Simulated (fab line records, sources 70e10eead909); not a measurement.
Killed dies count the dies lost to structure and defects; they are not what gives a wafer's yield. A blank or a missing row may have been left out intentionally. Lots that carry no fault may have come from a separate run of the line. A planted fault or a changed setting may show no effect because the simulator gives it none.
Which tool was responsible? ; flow nand harc ; 13 lots, 39 wafers sampled, at 4 steps of a route of 1302

== WHAT EACH GAUGE READ, for each wafer ==
NHARC_END_SORT_01.
lot;measured;on;defect limited yield (%);killed at array;killed at other;killed at periphery;killed dies;killed open;killed short
L513;day 25 04:04;prober-02;91 91 91;53 54 50;0 0 4;9 4 7;62 58 61;6 2 4;6 2 3
L514;day 25 04:51;prober-01;92 94 93;48 43 45;0 0 0;4 0 2;52 43 47;2 5 0;4 1 5
L515;day 25 19:28;prober-01;84 84 88;106 99 75;1 3 3;2 4 5;109 106 83;0 1 1;3 3 1
L516;day 25 21:04;prober-02;92 92 92;48 51 47;1 2 2;8 1 5;57 54 54;3 4 4;1 5 0
L518;day 26 12:09;prober-02;84 84 85;107 105 99;2 0 0;2 0 1;111 105 100;6 7 5;1 1 2
L519;day 27 23:24;prober-01;89 88 90;74 81 63;1 0 0;1 1 4;76 82 67;2 1 3;4 1 0
L521;day 28 12:00;prober-02;86 85 88;95 97 82;2 2 0;1 2 1;98 101 83;2 2 3;3 3 3
L522;day 29 03:15;prober-01;90 87 90;70 90 69;0 0 0;0 1 0;70 91 69;2 1 3;3 4 2
L528;day 30 17:15;prober-01;78 92 93;60 43 45;1 0 0;89 10 1;150 53 46;2 3 2;6 3 5
L531;day 32 05:08;prober-01;95 94 95;28 39 33;1 0 1;3 4 1;32 43 35;1 5 3;2 4 1
L533;day 33 01:40;prober-01;92 91 94;52 58 40;2 1 0;2 5 2;56 64 42;3 4 3;2 3 4
L534;day 33 22:13;prober-02;95 95 95;27 30 28;1 1 2;5 2 5;33 33 35;1 2 5;4 2 3
L535;day 34 09:01;prober-01;90 85 86;59 77 76;3 7 2;8 16 14;70 100 92;6 4 1;2 3 4

== EACH LOT AND THE TOOL THAT RAN IT (in order: tool; ch and the chambers of the sampled wafers; start) ==
lot;NHARC_P_M0_PVD_20;NHARC_THIN_TSV_PRE_CLEAN_50;NHARC_THIN_TSV_DESCUM_35
L513;pvd sputter-03, day 6 11:46;pvd sputter-03, day 24 16:17 or earlier;rie diel-13 ch 0,3, day 24 16:17
L514;pvd sputter-03, day 7 00:11;pvd sputter-02, day 24 17:34 or earlier;rie diel-13 ch 0,3, day 24 17:34
L515;pvd sputter-01, day 7 14:26;pvd sputter-03, day 25 10:37 or earlier;rie diel-13 ch 2,3, day 25 10:37
L516;pvd sputter-01, day 7 20:43;pvd sputter-03, day 25 11:33 or earlier;rie diel-02 ch 1,2, day 25 11:33
L518;pvd sputter-03, day 8 13:05;pvd sputter-03, day 26 01:35 or earlier;rie diel-13 ch 1,3, day 26 01:35
L519;pvd sputter-01, day 9 04:16;pvd sputter-03, day 27 14:24 or earlier;rie diel-10 ch 1,2,3, day 27 14:24
L521;pvd sputter-03, day 10 01:28;pvd sputter-01, day 28 01:27 or earlier;rie diel-13 ch 0,1, day 28 01:27
L522;pvd sputter-02, day 10 16:15;pvd sputter-01, day 28 16:05 or earlier;rie diel-02 ch 0,2, day 28 16:05
L528;pvd sputter-01, day 12 15:43;pvd sputter-03, day 30 06:44 or earlier;rie diel-10 ch 0,1,3, day 30 06:44
L531;pvd sputter-03, day 14 02:47;pvd sputter-02, day 31 21:00 or earlier;rie diel-13 ch 1,2,3, day 31 21:00
L533;pvd sputter-03, day 14 20:08;pvd sputter-01, day 32 09:42 or earlier;rie diel-10 ch 2,3, day 32 09:42
L534;pvd sputter-03, day 15 11:51;pvd sputter-03, day 33 12:11 or earlier;rie diel-13 ch 0,2, day 33 12:11
L535;pvd sputter-01, day 15 20:37;pvd sputter-03, day 33 23:40 or earlier;rie diel-13 ch 1,2,3, day 33 23:40
- NHARC_P_M0_PVD_20: deposits TaN, target thk 5 nm, time 8.06 s.
- NHARC_THIN_TSV_PRE_CLEAN_50: time 30 s.
- NHARC_THIN_TSV_DESCUM_35: chemistry O2, time 3 s.

== WHAT THE TOOLS THEMSELVES READ (means of the sampled wafers that have a number; where no wafer has one, the mark that the record gives instead) ==
NHARC_P_M0_PVD_20.
lot;tool;throttle valve pct (%)
L513;pvd sputter-03;29.0
L514;pvd sputter-03;29.0
L515;pvd sputter-01;30.5
L516;pvd sputter-01;30.7
L518;pvd sputter-03;29.9
L519;pvd sputter-01;30.3
L521;pvd sputter-03;29.3
L522;pvd sputter-02;29.7
L528;pvd sputter-01;30.6
L531;pvd sputter-03;29.8
L533;pvd sputter-03;29.6
L534;pvd sputter-03;29.6
L535;pvd sputter-01;30.6

NHARC_THIN_TSV_PRE_CLEAN_50.
lot;tool;heater power w (W)
L513;pvd sputter-03;392
L514;pvd sputter-02;405
L515;pvd sputter-03;418
L516;pvd sputter-03;422
L518;pvd sputter-03;411
L519;pvd sputter-03;389
L521;pvd sputter-01;462
L522;pvd sputter-01;437
L528;pvd sputter-03;414
L531;pvd sputter-02;352
L533;pvd sputter-01;395
L534;pvd sputter-03;398
L535;pvd sputter-03;413

NHARC_THIN_TSV_DESCUM_35.
lot;tool;drypump motor current A (A);oes product au (a.u.);rf vpp V (V);showerhead plenum p Torr (Torr);throttle valve pct (%)
L513;rie diel-13;5.6;0.983;57.7;1.89;11.309
L514;rie diel-13;5.3;0.979;58.0;1.84;11.309
L515;rie diel-13;5.6;0.989;59.0;1.97;11.317
L516;rie diel-02;6.6;1.005;57.3;1.81;11.308
L518;rie diel-13;5.5;0.987;58.2;1.95;11.311
L519;rie diel-10;5.4;1.007;57.3;1.83;11.318
L521;rie diel-13;5.0;0.982;57.1;1.85;11.308
L522;rie diel-02;5.7;1.011;57.4;1.96;11.305
L528;rie diel-10;5.6;0.995;56.7;1.83;11.312
L531;rie diel-13;5.2;1.000;58.2;1.98;11.309
L533;rie diel-10;5.3;0.999;58.2;1.85;11.303
L534;rie diel-13;5.1;0.988;56.9;1.86;11.315
L535;rie diel-13;5.3;0.999;57.6;1.98;11.313

== THE ANSWER, worked out from the rows above alone ==
Rule: the lots themselves supply what counts as usual. The widest of any qualifying gaps counts: lots, ordered by their means at a reading, are off when they make up no more than a third of the lots, leave a main group of 4 or more, and stand apart from it by 3 or more times the standard deviation of that group's means. If all means in a main group match to the digits the tables above print for the reading, that group is not used. Also off: a lot with no number at a reading for which 4 or more lots have one. The other lots that the step has rows for count as sound. After the gauges, taken in route order, come the tools' own readings; for these a lot's mean is taken, as printed above. At the first step where some lot is off, the reading lying furthest off is the one used; lots without a number count as furthest.
Off: L528 (NHARC_END_SORT_01, killed at periphery). The main group has a mean of 3.7 with a standard deviation of 3.2.
If a tool, at a process step before that reading, ran all the lots that are off and no sound lot after the first of them, it fits. Those tools and the gauges at NHARC_END_SORT_01 are tried in the same way. With no start given for some of its lots, NHARC_THIN_TSV_PRE_CLEAN_50 uses the hours and lot order of NHARC_THIN_TSV_DESCUM_35. No candidate that was tried fits.

== WHAT WAS PUT IN BY THE SIMULATOR ==
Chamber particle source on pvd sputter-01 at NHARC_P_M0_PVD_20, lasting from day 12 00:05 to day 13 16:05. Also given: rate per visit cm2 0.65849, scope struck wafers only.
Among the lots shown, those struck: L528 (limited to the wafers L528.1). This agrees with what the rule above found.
